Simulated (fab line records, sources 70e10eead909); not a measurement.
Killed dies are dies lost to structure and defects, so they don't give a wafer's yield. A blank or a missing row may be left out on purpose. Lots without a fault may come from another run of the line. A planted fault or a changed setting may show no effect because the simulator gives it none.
Which tool did it? | flow nand_harc | 24 lots, 72 wafers sampled, at 6 steps of a route of 1302

WHAT THE GAUGES READ, wafer by wafer
The record holds no reading of a measuring or inspecting step that can be judged against a usual standard deviation.

WHICH TOOL RAN EACH LOT (tool, then ch and the chambers of the sampled wafers, then the start)
lot  | NHARC_P_M0_PVD_20                       | NHARC_P_M0_CMP_23             | NHARC_P_M2_ETCH_15                            | NHARC_P_M2_DEGAS_29          | NHARC_P_M2_PRE_CLEAN_32         | NHARC_P_BONDPAD_PVD_27
L074 | pvd_sputter-01, day 6 11:49 or earlier  | cmp-01 ch 1,2,3, day 6 11:49  | rie_diel-05 ch 1,2,3, day 7 02:04 or earlier  | pvd_sputter-03, day 7 02:04  | pecvd-01 ch 0,1,2, day 7 03:43  | pvd_sputter-01, no start
L075 | pvd_sputter-03, day 6 12:40 or earlier  | cmp-02 ch 0,2,3, day 6 12:40  | rie_diel-12 ch 1,2, day 7 03:42 or earlier    | pvd_sputter-02, day 7 03:42  | pecvd-02 ch 0,2, day 7 05:22    | pvd_sputter-01, no start
L076 | pvd_sputter-02, day 7 02:46 or earlier  | cmp-04 ch 0,1,2, day 7 02:46  | rie_diel-13 ch 2,3, day 7 10:43 or earlier    | pvd_sputter-03, day 7 10:43  | pecvd-04 ch 1,2, day 7 12:22    | pvd_sputter-03, no start
L077 | pvd_sputter-02, day 7 07:36 or earlier  | cmp-01 ch 1,3, day 7 07:36    | rie_diel-05 ch 0,1,2, day 7 15:01 or earlier  | pvd_sputter-01, day 7 15:01  | pecvd-04 ch 0,1,2, day 7 16:40  | pvd_sputter-03, no start
L078 | pvd_sputter-01, day 7 20:51 or earlier  | cmp-01 ch 1,2,3, day 7 20:51  | rie_diel-05 ch 0,1,3, day 8 04:08 or earlier  | pvd_sputter-01, day 8 04:08  | pecvd-02 ch 0,1,2, day 8 05:46  | pvd_sputter-02, no start
L079 | pvd_sputter-02, day 8 08:18 or earlier  | cmp-04 ch 0,1,3, day 8 08:18  | rie_diel-13 ch 1,2,3, day 8 15:41 or earlier  | pvd_sputter-02, day 8 15:41  | pecvd-02 ch 0,1,2, day 8 17:19  | pvd_sputter-02, no start
L080 | pvd_sputter-02, day 8 17:53 or earlier  | cmp-02 ch 1,3, day 8 17:53    | rie_diel-12 ch 1,2,3, day 9 01:10 or earlier  | pvd_sputter-03, day 9 01:10  | pecvd-01 ch 0,1,2, day 9 02:47  | pvd_sputter-02, no start
L081 | pvd_sputter-02, day 9 02:23 or earlier  | cmp-01 ch 2,3, day 9 02:23    | rie_diel-13 ch 0,2,3, day 9 13:25 or earlier  | pvd_sputter-03, day 9 13:25  | pecvd-01 ch 1,2, day 9 15:05    | pvd_sputter-01, no start
L082 | pvd_sputter-02, day 9 19:19 or earlier  | cmp-02 ch 0,2,3, day 9 19:19  | rie_diel-13 ch 0,2,3, day 10 02:34 or earlier | pvd_sputter-02, day 10 02:34 | pecvd-01 ch 0,1,2, day 10 04:11 | pvd_sputter-01, no start
L083 | pvd_sputter-02, day 9 23:19 or earlier  | cmp-02 ch 0,1,2, day 9 23:19  | rie_diel-13 ch 0,1, day 10 06:24 or earlier   | pvd_sputter-03, day 10 06:24 | pecvd-02 ch 0,2, day 10 08:00   | pvd_sputter-02, no start
L084 | pvd_sputter-03, day 10 13:41 or earlier | cmp-04 ch 0,1,2, day 10 13:41 | rie_diel-12 ch 1,3, day 10 21:08 or earlier   | pvd_sputter-01, day 10 21:08 | pecvd-04 ch 0,2, day 10 22:47   | pvd_sputter-02, no start
L085 | pvd_sputter-03, day 10 22:36 or earlier | cmp-01 ch 2,3, day 10 22:36   | rie_diel-12 ch 1,3, day 11 06:14 or earlier   | pvd_sputter-02, day 11 06:14 | pecvd-04 ch 1,2, day 11 07:52   | pvd_sputter-01, no start
L086 | pvd_sputter-01, day 11 01:41 or earlier | cmp-02 ch 0,1,3, day 11 01:41 | rie_diel-13 ch 2,3, day 11 08:49 or earlier   | pvd_sputter-02, day 11 08:49 | pecvd-04 ch 0,1, day 11 10:26   | pvd_sputter-01, no start
L087 | pvd_sputter-03, day 11 12:15 or earlier | cmp-01 ch 1,2,3, day 11 12:15 | rie_diel-12 ch 1,3, day 11 19:40 or earlier   | pvd_sputter-01, day 11 19:40 | pecvd-02 ch 0,2, day 11 21:17   | pvd_sputter-03, no start
L089 | pvd_sputter-03, day 12 09:32 or earlier | cmp-04 ch 0,1,3, day 12 09:32 | rie_diel-12 ch 0,1,3, day 12 17:47 or earlier | pvd_sputter-01, day 12 17:47 | pecvd-04 ch 0,1,2, day 12 19:25 | pvd_sputter-03, no start
L088 | pvd_sputter-01, day 12 09:49 or earlier | cmp-02 ch 1,3, day 12 09:49   | rie_diel-13 ch 1,3, day 12 19:09 or earlier   | pvd_sputter-03, day 12 19:09 | pecvd-01 ch 0,1, day 12 20:47   | pvd_sputter-01, no start
L090 | pvd_sputter-03, day 13 04:49 or earlier | cmp-04 ch 1,2, day 13 04:49   | rie_diel-12 ch 1,2, day 13 12:10 or earlier   | pvd_sputter-03, day 13 12:10 | pecvd-01 ch 1,2, day 13 13:47   | pvd_sputter-03, no start
L091 | pvd_sputter-02, day 13 05:39 or earlier | cmp-01 ch 0,1,3, day 13 05:39 | rie_diel-12 ch 0,1,3, day 13 12:55 or earlier | pvd_sputter-03, day 13 12:55 | pecvd-01 ch 0,2, day 13 14:32   | pvd_sputter-01, no start
L092 | pvd_sputter-03, day 13 22:39 or earlier | cmp-02 ch 0,1,3, day 13 22:39 | rie_diel-12 ch 1,2,3, day 14 05:52 or earlier | pvd_sputter-01, day 14 05:52 | pecvd-02 ch 1,2, day 14 07:28   | pvd_sputter-03, no start
L093 | pvd_sputter-01, day 14 03:31 or earlier | cmp-01 ch 0,2,3, day 14 03:31 | rie_diel-05 ch 0,1,2, day 14 10:45 or earlier | pvd_sputter-01, day 14 10:45 | pecvd-01 ch 0,2, day 14 12:22   | pvd_sputter-02, no start
L095 | pvd_sputter-01, day 14 16:00 or earlier | cmp-01 ch 0,1,2, day 14 16:00 | rie_diel-13 ch 0,3, day 14 23:04 or earlier   | pvd_sputter-02, day 14 23:04 | pecvd-02 ch 0,1,2, day 15 00:41 | pvd_sputter-01, no start
L094 | pvd_sputter-03, day 14 16:32 or earlier | cmp-04 ch 1,3, day 14 16:32   | rie_diel-12 ch 0,1,2, day 15 00:07 or earlier | pvd_sputter-02, day 15 00:07 | pecvd-02 ch 0,1,2, day 15 01:45 | pvd_sputter-02, no start
L096 | pvd_sputter-01, day 15 05:58 or earlier | cmp-01 ch 0,1, day 15 05:58   | rie_diel-05 ch 0,1,3, day 15 12:59 or earlier | pvd_sputter-01, day 15 12:59 | pecvd-02 ch 0,1, day 15 14:36   | pvd_sputter-02, no start
L097 | pvd_sputter-02, day 15 17:19 or earlier | cmp-01 ch 0,1,2, day 15 17:19 | rie_diel-12 ch 0,1,2, day 16 00:49 or earlier | pvd_sputter-02, day 16 00:49 | pecvd-02 ch 0,1,2, day 16 02:27 | pvd_sputter-02, no start
- NHARC_P_M0_PVD_20: deposits TaN, target thk 5 nm, time 8.06 s.
- NHARC_P_M0_CMP_23: polishes, t overpolish 20 s, target thk 117.54 nm.
- NHARC_P_M2_ETCH_15: etches the open film in C4F8/Ar, target depth 182.5 nm, time 91.2 s.
- NHARC_P_M2_DEGAS_29: time 60 s.
- NHARC_P_M2_PRE_CLEAN_32: time 12 s.
- NHARC_P_BONDPAD_PVD_27: deposits Cu, target thk 30 nm, time 20.49 s.

WHAT THE TOOLS THEMSELVES READ (means of the sampled wafers that have a number; where no wafer has one, the mark that the record gives instead)
NHARC_P_M0_PVD_20. Usual: throttle_valve_pct 30.3 %, standard deviation 1.1.
lot  | tool           | throttle_valve_pct (%) | flag
L074 | pvd_sputter-01 | 30.1                   |
L075 | pvd_sputter-03 | 29.7                   |
L076 | pvd_sputter-02 | 30.6                   |
L077 | pvd_sputter-02 | 30.5                   |
L078 | pvd_sputter-01 | 30.1                   |
L079 | pvd_sputter-02 | 31.3                   |
L080 | pvd_sputter-02 | 30.7                   |
L081 | pvd_sputter-02 | 30.0                   |
L082 | pvd_sputter-02 | 31.3                   |
L083 | pvd_sputter-02 | 31.5                   |
L084 | pvd_sputter-03 | 29.8                   |
L085 | pvd_sputter-03 | 30.3                   |
L086 | pvd_sputter-01 | 30.8                   |
L087 | pvd_sputter-03 | 29.8                   |
L089 | pvd_sputter-03 | 30.4                   |
L088 | pvd_sputter-01 | 29.6                   |
L090 | pvd_sputter-03 | 30.3                   |
L091 | pvd_sputter-02 | 30.8                   |
L092 | pvd_sputter-03 | 30.3                   |
L093 | pvd_sputter-01 | 29.1                   |
L095 | pvd_sputter-01 | 28.6                   |
L094 | pvd_sputter-03 | 29.8                   |
L096 | pvd_sputter-01 | 29.9                   |
L097 | pvd_sputter-02 | 31.6                   |

NHARC_P_M0_CMP_23. Usual: motor_current_A 12.2 A, standard deviation 1.1; time_to_endpoint_s 28.7 s, standard deviation 2.
lot  | tool   | motor_current_A (A) | time_to_endpoint_s (s) | flag
L074 | cmp-01 | 12.0                | 28.4                   |
L075 | cmp-02 | 12.8                | 32.0                   |
L076 | cmp-04 | 13.2                | 27.8                   |
L077 | cmp-01 | 11.1                | 31.4                   |
L078 | cmp-01 | 12.2                | 28.9                   |
L079 | cmp-04 | 13.0                | 28.7                   |
L080 | cmp-02 | 11.9                | 26.9                   |
L081 | cmp-01 | 11.5                | 27.8                   |
L082 | cmp-02 | 12.2                | 27.8                   |
L083 | cmp-02 | 11.9                | 29.2                   |
L084 | cmp-04 | 12.7                | 29.6                   |
L085 | cmp-01 | 11.5                | 27.2                   |
L086 | cmp-02 | 11.6                | 30.2                   |
L087 | cmp-01 | 11.7                | 29.5                   |
L089 | cmp-04 | 12.8                | 24.8                   |
L088 | cmp-02 | 12.3                | 28.9                   |
L090 | cmp-04 | 12.0                | 26.8                   |
L091 | cmp-01 | 11.8                | 29.2                   |
L092 | cmp-02 | 11.5                | 26.6                   |
L093 | cmp-01 | 11.8                | 28.8                   |
L095 | cmp-01 | 13.0                | 28.0                   |
L094 | cmp-04 | 12.5                | 28.8                   |
L096 | cmp-01 | 12.7                | 28.0                   |
L097 | cmp-01 | 12.8                | 30.2                   |

NHARC_P_M2_ETCH_15. Usual: oes_product_au 0.943 a.u., standard deviation 0.021; rf_vpp_V 439.5 V, standard deviation 2.4.
lot  | tool        | oes_product_au (a.u.) | rf_vpp_V (V) | flag
L074 | rie_diel-05 | 0.956                 | 440.9        |
L075 | rie_diel-12 | 0.963                 | 437.5        |
L076 | rie_diel-13 | 0.972                 | 439.4        |
L077 | rie_diel-05 | 0.921                 | 442.6        |
L078 | rie_diel-05 | 0.920                 | 443.5        |
L079 | rie_diel-13 | 0.962                 | 438.8        |
L080 | rie_diel-12 | 0.930                 | 439.0        |
L081 | rie_diel-13 | 0.968                 | 439.7        |
L082 | rie_diel-13 | 0.965                 | 439.7        |
L083 | rie_diel-13 | 0.967                 | 438.1        |
L084 | rie_diel-12 | 0.921                 | 438.6        |
L085 | rie_diel-12 | 0.926                 | 440.5        |
L086 | rie_diel-13 | 0.940                 | 438.7        |
L087 | rie_diel-12 | 0.927                 | 439.7        |
L089 | rie_diel-12 | 0.972                 | 439.5        |
L088 | rie_diel-13 | 0.962                 | 438.3        |
L090 | rie_diel-12 | 0.923                 | 438.8        |
L091 | rie_diel-12 | 0.932                 | 439.3        |
L092 | rie_diel-12 | 0.926                 | 438.3        |
L093 | rie_diel-05 | 0.926                 | 443.1        |
L095 | rie_diel-13 | 0.968                 | 438.5        |
L094 | rie_diel-12 | 0.922                 | 438.0        |
L096 | rie_diel-05 | 0.918                 | 442.2        |
L097 | rie_diel-12 | 0.923                 | 438.6        |

NHARC_P_M2_DEGAS_29. Usual: heater_power_w 335 W, standard deviation 38.
lot  | tool           | heater_power_w (W) | flag
L074 | pvd_sputter-03 | 314                |
L075 | pvd_sputter-02 | 335                |
L076 | pvd_sputter-03 | 352                |
L077 | pvd_sputter-01 | 334                |
L078 | pvd_sputter-01 | 346                |
L079 | pvd_sputter-02 | 342                |
L080 | pvd_sputter-03 | 327                |
L081 | pvd_sputter-03 | 291                |
L082 | pvd_sputter-02 | 331                |
L083 | pvd_sputter-03 | 325                |
L084 | pvd_sputter-01 | 379                |
L085 | pvd_sputter-02 | 319                |
L086 | pvd_sputter-02 | 329                |
L087 | pvd_sputter-01 | 341                |
L089 | pvd_sputter-01 | 347                |
L088 | pvd_sputter-03 | 337                |
L090 | pvd_sputter-03 | 330                |
L091 | pvd_sputter-03 | 318                |
L092 | pvd_sputter-01 | 346                |
L093 | pvd_sputter-01 | 353                |
L095 | pvd_sputter-02 | 336                |
L094 | pvd_sputter-02 | 312                |
L096 | pvd_sputter-01 | 345                |
L097 | pvd_sputter-02 | 330                |

NHARC_P_M2_PRE_CLEAN_32. Usual: heater_power_w 620 W, standard deviation 65.
lot  | tool     | heater_power_w (W) | flag
L074 | pecvd-01 | 654                |
L075 | pecvd-02 | 598                |
L076 | pecvd-04 | 649                |
L077 | pecvd-04 | 687                |
L078 | pecvd-02 | 578                |
L079 | pecvd-02 | 560                |
L080 | pecvd-01 | 587                |
L081 | pecvd-01 | 624                |
L082 | pecvd-01 | 617                |
L083 | pecvd-02 | 556                |
L084 | pecvd-04 | 659                |
L085 | pecvd-04 | 721                |
L086 | pecvd-04 | 713                |
L087 | pecvd-02 | 556                |
L089 | pecvd-04 | 660                |
L088 | pecvd-01 | 658                |
L090 | pecvd-01 | 596                |
L091 | pecvd-01 | 644                |
L092 | pecvd-02 | 586                |
L093 | pecvd-01 | 646                |
L095 | pecvd-02 | 614                |
L094 | pecvd-02 | 614                |
L096 | pecvd-02 | 548                |
L097 | pecvd-02 | 575                |

NHARC_P_BONDPAD_PVD_27. Usual: throttle_valve_pct 30.4 %, standard deviation 1.1.
lot  | tool           | throttle_valve_pct (%) | flag
L074 | pvd_sputter-01 | 30.1                   |
L075 | pvd_sputter-01 | 30.2                   |
L076 | pvd_sputter-03 | 29.8                   |
L077 | pvd_sputter-03 | 29.9                   |
L078 | pvd_sputter-02 | 31.4                   |
L079 | pvd_sputter-02 | 30.7                   |
L080 | pvd_sputter-02 | 29.8                   |
L081 | pvd_sputter-01 | 29.5                   |
L082 | pvd_sputter-01 | 30.0                   |
L083 | pvd_sputter-02 | 30.4                   |
L084 | pvd_sputter-02 | 30.5                   |
L085 | pvd_sputter-01 | 30.3                   |
L086 | pvd_sputter-01 | 29.1                   |
L087 | pvd_sputter-03 | 29.7                   |
L089 | pvd_sputter-03 | 29.8                   |
L088 | pvd_sputter-01 | 29.7                   |
L090 | pvd_sputter-03 | 30.3                   |
L091 | pvd_sputter-01 | 29.7                   |
L092 | pvd_sputter-03 | 30.2                   |
L093 | pvd_sputter-02 | 30.8                   |
L095 | pvd_sputter-01 | 29.2                   |
L094 | pvd_sputter-02 | 31.5                   |
L096 | pvd_sputter-02 | 31.6                   |
L097 | pvd_sputter-02 | 31.0                   |

THE ANSWER, worked out from the rows above alone
Rule: a lot is off if the mean of its wafers that have a number lies more than 3 standard deviations from the usual mean. A lot without any number at a reading at which 4 lots or more have one is off too. The other lots that the step has rows for count as sound. The gauges are gone through in route order, then the tools' own readings, and for those a lot's mean is taken as printed above. The first step at which some lot is off is used, and at that step the reading that is off furthest; a lot without a number counts as furthest.
No lot is off at any reading shown: from this, nothing can be told.

WHAT THE SIMULATOR HAD PUT IN
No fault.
